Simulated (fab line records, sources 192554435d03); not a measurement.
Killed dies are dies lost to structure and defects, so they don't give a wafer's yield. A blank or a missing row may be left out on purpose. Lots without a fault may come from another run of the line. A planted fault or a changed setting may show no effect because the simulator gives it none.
Chamber matching | flow n5_finfet | N5_BEOL_M0_CUTY_ETCH_63 on rie_diel-05: 4 sister chambers
The step etches SOC in N2/H2, target depth 82.7 nm, overetch 16.5 nm, time 124 s. 8 wafers are shown with their chamber, then 7 later ones without.

WAFERS WITH THEIR CHAMBER
wafer  | chamber | showerhead_plenum_p_Torr (Torr) | drypump_motor_current_A (A)
L080.6 | 1       | 2.52                            | 6.2
L081.3 | 0       | 2.43                            | 5.2
L081.4 | 1       | 2.52                            | 6.2
L087.1 | 2       | 2.58                            | 5.2
L087.2 | 0       | 2.43                            | 5.1
L087.4 | 3       | 2.37                            | 5.5
L091.1 | 3       | 2.37                            | 5.5
L091.4 | 2       | 2.57                            | 5.3

WAFERS WITHOUT THEIR CHAMBER
wafer  | showerhead_plenum_p_Torr (Torr) | drypump_motor_current_A (A)
L091.5 | 2.52                            | 6.2
L092.1 | 2.36                            | 5.5
L092.3 | 2.57                            | 5.2
L092.5 | 2.57                            | 5.3
L093.3 | 2.51                            | 6.1
L093.4 | 2.42                            | 5.2
L093.6 | 2.51                            | 6.1

WHICH CHAMBER EACH WENT THROUGH
wafer  | from the rows above | in truth
L091.5 | 1                   | 1
L092.1 | 3                   | 3
L092.3 | 2                   | 2
L092.5 | 2                   | 2
L093.3 | 1                   | 1
L093.4 | 0                   | 0
L093.6 | 1                   | 1
Placed correctly: 7 of 7. Can't be placed from these rows: 0. Placed wrongly: 0.
How it was worked out, from the rows above alone: a wafer's distance from a chamber is the root of the sum, over the readings, of the square of ((its reading less the chamber's mean) divided by the reading's scatter). The wafer belongs to the nearest chamber; if the next one is less than 2 further off, it can't be placed. A chamber's mean is the mean of its shown wafers. The scatter: the root of (the sum of the squares of (reading less its chamber's mean) over the shown wafers, divided by (wafers less chambers)).
